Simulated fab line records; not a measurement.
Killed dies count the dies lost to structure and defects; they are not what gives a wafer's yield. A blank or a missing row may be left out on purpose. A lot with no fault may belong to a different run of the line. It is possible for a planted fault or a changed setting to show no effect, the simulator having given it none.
Comparing a struck lot with a sound one ; flow n5_finfet ; 37 out of 1938 route steps
Sound: these wafers, L364.1, L364.3, L364.4. Struck: wafer L372.4. (L372.3, L372.5 of the same lot were not struck and are left out.) The cause comes at the end.
Order at every step that has rows: each side's tool, ch and its chambers, its first start. Under that, the readings that differ: sound wafers ; struck wafers ; difference of the means ; sigmas: that difference in standard deviations of wafers without a fault.
alike: readings with means less than 2 such deviations apart, plus words and numbers identical on both sides. not compared: withheld readings, readings lacking a value on some wafer, bounds such as >300 that could conceal the same value, and numbers that have no deviation in the record and whose values overlap.
A row with sigmas, a row that says differs or no value, or rows on one side alone: a step with any of these is where the two part. Non-overlapping numbers with no deviation appear without sigmas and do not part them. A reading missing from all wafers of one side parts the sides only when that side holds two or more wafers.

first, 11 steps without rows for these wafers: N5_FIN_SAQP_DESCUM_21 (chemistry O2, time 7.9 s); N5_FIN_SAQP_ETCH_51 (etches SiARC in CF4, target depth 45.5 nm, time 75.8 s); N5_FIN_SAQP_ETCH_52 (etches SOC in N2/H2, target depth 100 nm, overetch 20 nm, time 150 s); N5_FIN_SAQP_STRIP_53 (strips in N2/H2); N5_FIN_SAQP_HM_OPEN_73 (chemistry CHF3/O2, target SiO2, stops on a-Si, target depth 12 nm, time 16.8 s); N5_FIN_SAQP_STRIP_74 (strips in CHF3/O2); N5_FIN_SAQP_MANDREL_ETCH_22 (etches a-Si in HBr/Cl2, stops on SiNx, target depth 60 nm, bt time 10 s, time 30 s); N5_FIN_SAQP_STRIP_55 (strips in N2/H2); N5_FIN_SAQP_STRIP_23 (strips in SPM, time 750 s); N5_FIN_SAQP_SRD_66 (time 30 s); N5_FIN_SAQP_RECESS_75 (chemistry HF/NH3, target SiO2, target depth 14.4 nm, afs cycles 3, sublimation time 60 s).
N5_FIN_SAQP_SPACER1_ALD_24: deposits SiO2, target thk 20.3 nm, pulse time 1 s, purge time 2 s.
  sound on ald_sin-01 ch 1,2,3, day 3 18:26; struck on ald_sin-03 ch 2, day 5 17:55
  alike: heater_power_w, precursor_pulse_height_rel
then, 23 steps without rows for these wafers: N5_FIN_SAQP_SPACER1_ETCHBACK_25 (etches SiO2 in CHF3/O2, target depth 24.4 nm, time 12.2 s); N5_FIN_SAQP_MANDREL1_REMOVE_56 (chemistry HBr/Cl2/O2, target a-Si, stops on SiNx, bt time 10 s); N5_FIN_SAQP_ETCH_57 (etches SiNx in CH3F/O2, target depth 32.5 nm, time 46.4 s); N5_FIN_SAQP_ETCH_65 (etches SiO2 in CF4, target depth 4 nm, time 4.4 s); N5_FIN_SAQP_MANDREL_ETCH_58 (etches a-Si in HBr/Cl2, stops on SiNx, target depth 45 nm, bt time 10 s, time 27 s); N5_FIN_SAQP_RECESS_63 (chemistry HF/NH3, target SiO2, target depth 18 nm, afs cycles 3, sublimation time 60 s); N5_FIN_SAQP_COAT_68 (time 60 s, resist thk 100 nm); N5_FIN_SAQP_ETCH_69 (etches SOC in N2/H2, stops on SiNx, target depth 150 nm); N5_FIN_SAQP_ETCH_67 (etches SiNx in CH3F/O2, target depth 30 nm); N5_FIN_SAQP_STRIP_70 (strips in N2/H2); N5_FIN_SAQP_RECESS_71 (chemistry HF/NH3, target SiO2, target depth 3 nm, afs cycles 1, sublimation time 60 s); N5_FIN_SAQP_SPACER2_ALD_28 (deposits SiO2, target thk 8.1 nm, pulse time 1 s, purge time 2 s); N5_FIN_SAQP_SPACER2_ETCHBACK_29 (etches SiO2 in CHF3/O2, target depth 12.2 nm, time 6.1 s); N5_FIN_SAQP_MANDREL2_REMOVE_60 (chemistry HBr/Cl2/O2, target a-Si, stops on SiNx, bt time 10 s); N5_FIN_SAQP_HM_OPEN_33 (chemistry CH3F/O2, target SiNx, target depth 49.4 nm, time 70.6 s); N5_FIN_SAQP_ETCH_34 (etches SiO2 in C4F6/O2, target depth 45 nm, time 15 s); N5_FIN_SAQP_STRIP_77 (strips in N2/H2, time 90 s); N5_FIN_SAQP_ETCH_64 (etches SiO2 in CF4, target depth 1.5 nm); N5_FIN_SAQP_FIN_ETCH_36 (etches the open film in HBr/Cl2/O2, target depth 120 nm, time 50.4 s); N5_FIN_SAQP_PRECLEAN_38 (cleans in O3/DIW, time 45 s); N5_FIN_SAQP_PRECLEAN_45 (cleans in dHF, time 10 s); N5_FIN_SAQP_SRD_39 (time 30 s); N5_FIN_CUT_COAT_18 (time 60 s, resist thk 230 nm).
N5_FIN_CUT_INSPECT_10: inspects for defects (brightfield).
  sound on defect_inspect-02, day 3 22:14; struck on defect_inspect-02, day 5 21:37
reading;sound;struck;difference;sigmas
raw_defect_count;53 53 69;310;+252;+19
-- record jumps: 13 days separate the struck wafers' starts on either side; left off in module FIN_CUT, taken up again in module PASSIVATION, whose first shown step is the route's number 1936 --
N5_PASSIVATION_PROBE_49:
  record: rows for the struck wafers here (prober-02, day 18 15:53), none for the sound ones

WHERE THEY PART
Last at N5_PASSIVATION_PROBE_49 as far as this record goes, first at N5_FIN_CUT_INSPECT_10.

WHY: what had been put in by the simulator
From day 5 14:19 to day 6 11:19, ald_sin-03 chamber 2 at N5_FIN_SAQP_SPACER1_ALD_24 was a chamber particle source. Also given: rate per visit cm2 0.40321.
